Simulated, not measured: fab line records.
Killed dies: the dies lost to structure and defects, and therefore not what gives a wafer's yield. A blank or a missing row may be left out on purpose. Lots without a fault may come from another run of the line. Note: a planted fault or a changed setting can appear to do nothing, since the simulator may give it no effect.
Comparing a struck lot with a sound one ; flow n5Finfet ; 36 steps out of a route of 1938
Sound: wafers L317.1, L317.2, L317.6. Struck: wafer L334.5. (L334.1, L334.4 of the same lot were not struck and are left out.) The cause comes at the end.
Order at every step that has rows: each side's tool, ch and its chambers, its first start. Under that, the readings that differ: sound wafers ; struck wafers ; difference of the means ; sigmas: that difference in standard deviations of wafers without a fault.
alike: a reading whose means differ by less than 2 such deviations, as well as words and numbers matching on both sides. not compared: withheld readings; readings where some wafer has no value; bounds like >300 that might hide an equal value; numbers whose values overlap and for which the record gives no deviation.
Wherever a step has rows on one side only, a row that says differs or no value, or a row with sigmas, the two part there. Numbers that don't overlap but have no deviation are shown without sigmas and don't part them. A reading that every wafer of one side lacks parts them only if that side has two wafers or more.

first, 9 steps without rows for these wafers: N5_BEOL_M4_ANNEAL_95 (time 240 s); N5_BEOL_M4_SPUTTER_96 (material Cu, target thk 4.5 nm, time 8.29 s); N5_BEOL_M4_ECD_50 (material Cu, target thk 300 nm); N5_BEOL_M4_ANNEAL_51 (time 90 s); N5_BEOL_M4_CMP_52 (polishes, stops on SiOC, t overpolish 6.8 s, target thk 40 nm); N5_BEOL_M4_PRE_CLEAN_60 (time 15 s); N5_BEOL_M4_CO_CAP_55 (material Co, precursor CCTBA/H2, target thk 2 nm, time 102.1 s); N5_BEOL_M4_PRE_CLEAN_56 (time 15 s); N5_BEOL_M4_DEP_57 (deposits SiCN from 3MS/NH3, target thk 8 nm, time 14 s).
N5_BEOL_M4_RC_MEAS_101:
  sound on prober-02 ch 0, day 8 12:55; struck on prober-01 ch 0, day 12 19:58
reading;sound;struck;difference;sigmas
SS_N (mV/dec);72.1 71.0 72.5;73.3;+1.4;+2
  alike: DIBL_N, DIBL_P, IOFF_N, IOFF_P, ION_N, ION_P, SS_P, VT_N, VT_P
then, 24 steps without rows for these wafers: N5_BEOL_M5_ILD_DEP_00 (deposits SiCOH lowk from DEMS/porogen, target thk 140.64 nm, time 25.9 s); N5_BEOL_M5_CURE_79 (cures SiCOH lowk, time 240 s); N5_BEOL_M5_PECVD_70 (deposits SiO2 from TEOS/O2, target thk 16 nm, time 18 s); N5_BEOL_M5_HM_DEP_02 (deposits TiN, target thk 20 nm); N5_BEOL_M5_COAT_59 (time 60 s, resist thk 60 nm); N5_BEOL_M5_COAT_60 (time 60 s, resist thk 12 nm); N5_BEOL_M5_COAT_71 (time 60 s, resist thk 5 nm); N5_BEOL_M5_COAT_05 (resist thk 30 nm); N5_BEOL_M5_EBR_07; N5_BEOL_M5_SOFTBAKE_06 (time 60 s); N5_BEOL_M5_EXPOSE_08 (exposes mask M5, target cd 28 nm); N5_BEOL_M5_PEB_09 (peb time 60 s); N5_BEOL_M5_DEVELOP_10 (develop time 30 s); N5_BEOL_M5_DESCUM_16 (chemistry O2, time 7 s); N5_BEOL_M5_ETCH_72 (etches underlayer in N2/H2, target depth 6.5 nm, time 5.2 s); N5_BEOL_M5_ETCH_61 (etches SiARC in CF4, target depth 15.6 nm, time 26 s); N5_BEOL_M5_ETCH_62 (etches SOC in N2/H2, target depth 75 nm, overetch 15 nm, time 112.5 s); N5_BEOL_M5_STRIP_63 (strips in N2/H2); N5_BEOL_M5_STRIP_73 (strips in N2/H2); N5_BEOL_M5_STRIP_64 (strips in CF4); N5_BEOL_M5_HM_OPEN_17 (chemistry Cl2/BCl3, target TiN, target depth 20 nm, overetch 6 nm); N5_BEOL_M5_STRIP_19 (strips in O2); N5_BEOL_M5_COAT_65 (time 60 s, resist thk 60 nm); N5_BEOL_M5_COAT_66 (time 60 s, resist thk 12 nm).
N5_BEOL_M5_EXPOSE_25: exposes mask V4, defocus 10 nm.
  sound on euvScanner-01 ch 0, day 8 16:10; struck on euvScanner-01 ch 0, day 13 00:19
  alike: mask
-- here the record skips 4 days between the struck wafers' starts before and after, leaving off in module BEOL_M5 and picking up in module PASSIVATION (first step shown: number 1936 of the route) --
N5_PASSIVATION_PROBE_49:
  sound: prober-01 at day 12 19:34; struck: prober-01 at day 17 06:06
reading;sound;struck;difference;sigmas
defectLimitedYield (%);89.2 89.8 91.0;0;-90;-64
killed_at_M4_up;23 22 12;1097;+1078;+99 or more
killedDies;128 120 106;1180;+1062;+62
killedOnRim;18 17 17;152;+135;+34
sortNPass;1052 1060 1074;0;-1062;-62
sortYieldPct (%);89.2 89.8 91.0;0;-90;-64
  alike: killed_at_M0_to_M3, killedAtContacts, killedAtFrontEnd, killedAtOther, killedOpen, killedShort, sort_bin_5_function, sort_bin_6_memory, sort_bin_8_speed

## WHERE THEY PART
Last at N5_PASSIVATION_PROBE_49 as far as this record goes, first at N5_BEOL_M4_RC_MEAS_101.

WHY: what the simulator had put in
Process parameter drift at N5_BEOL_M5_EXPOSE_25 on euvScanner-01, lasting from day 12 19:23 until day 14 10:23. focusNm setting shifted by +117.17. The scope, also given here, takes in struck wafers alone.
